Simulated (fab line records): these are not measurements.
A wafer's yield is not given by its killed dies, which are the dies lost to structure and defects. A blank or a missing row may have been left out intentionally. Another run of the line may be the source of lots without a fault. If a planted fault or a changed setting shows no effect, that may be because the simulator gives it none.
2 desks looking at one fault || flow nand-harc || only its own numbers are on each desk; what lay behind them is given at the end

== FROM THE METROLOGY DESK ==
Means of the sampled wafers that have a number, per lot and without regard to the tool the lot ran on: this is what the gauges read. A lot is out of limits, marked OUT, if its mean lies more than 4 standard deviations from the usual mean; the brackets give that distance.
Columns: A = thk-nm at NHARC_A_ONON_D1_THK_MEAS_24, usual 1002 nm
{"lot": "L851", "first seen here": "day 8 20:12", "A": 1007}
{"lot": "L852", "first seen here": "day 9 10:46", "A": 1020}
{"lot": "L853", "first seen here": "day 9 10:47", "A": 1001}
{"lot": "L854", "first seen here": "day 10 05:30", "A": 996}
{"lot": "L860", "first seen here": "day 12 16:56", "A": 980}
{"lot": "L864", "first seen here": "day 14 11:52", "A": 999}
{"lot": "L865", "first seen here": "day 14 21:08", "A": 1008}
{"lot": "L867", "first seen here": "day 15 14:13", "A": 1002}
{"lot": "L866", "first seen here": "day 15 14:15", "A": 992}
{"lot": "L868", "first seen here": "day 16 07:22", "A": 996}
{"lot": "L869", "first seen here": "day 16 19:15", "A": 1001}
{"lot": "L872", "first seen here": "day 17 19:15", "A": 1002}
{"lot": "L871", "first seen here": "day 17 19:16", "A": 1013}
This desk found nothing out of limits on any of the 13 lots.

== THE TOOL OWNER'S DESK: pecvd-onon-04 ==
The tool's own readings at NHARC_A_ONON_D1_DEP_22 (target thk 1000 nm): means of the sampled wafers that have a number, for each lot that ran on this tool. A lot is out of limits, marked OUT, if its mean lies more than 4 standard deviations from the usual mean; the brackets give that distance.
Columns: A = sih4-flow-sccm at NHARC_A_ONON_D1_DEP_22, usual 210.0 sccm
{"lot": "L851", "first seen here": "day 8 19:41", "A": 209.7}
{"lot": "L854", "first seen here": "day 10 04:59", "A": 209.8}
{"lot": "L860", "first seen here": "day 12 16:36", "A": 210.7}
{"lot": "L868", "first seen here": "day 16 07:01", "A": 209.4}
{"lot": "L869", "first seen here": "day 16 18:48", "A": 210.2}
This desk found nothing out of limits on any of the 5 lots.

== TAKEN TOGETHER ==
From the metrology desk's view, nothing was out of limits.
The desk of the tool owner found nothing out of limits.

== WHAT WAS PUT IN BY THE SIMULATOR ==
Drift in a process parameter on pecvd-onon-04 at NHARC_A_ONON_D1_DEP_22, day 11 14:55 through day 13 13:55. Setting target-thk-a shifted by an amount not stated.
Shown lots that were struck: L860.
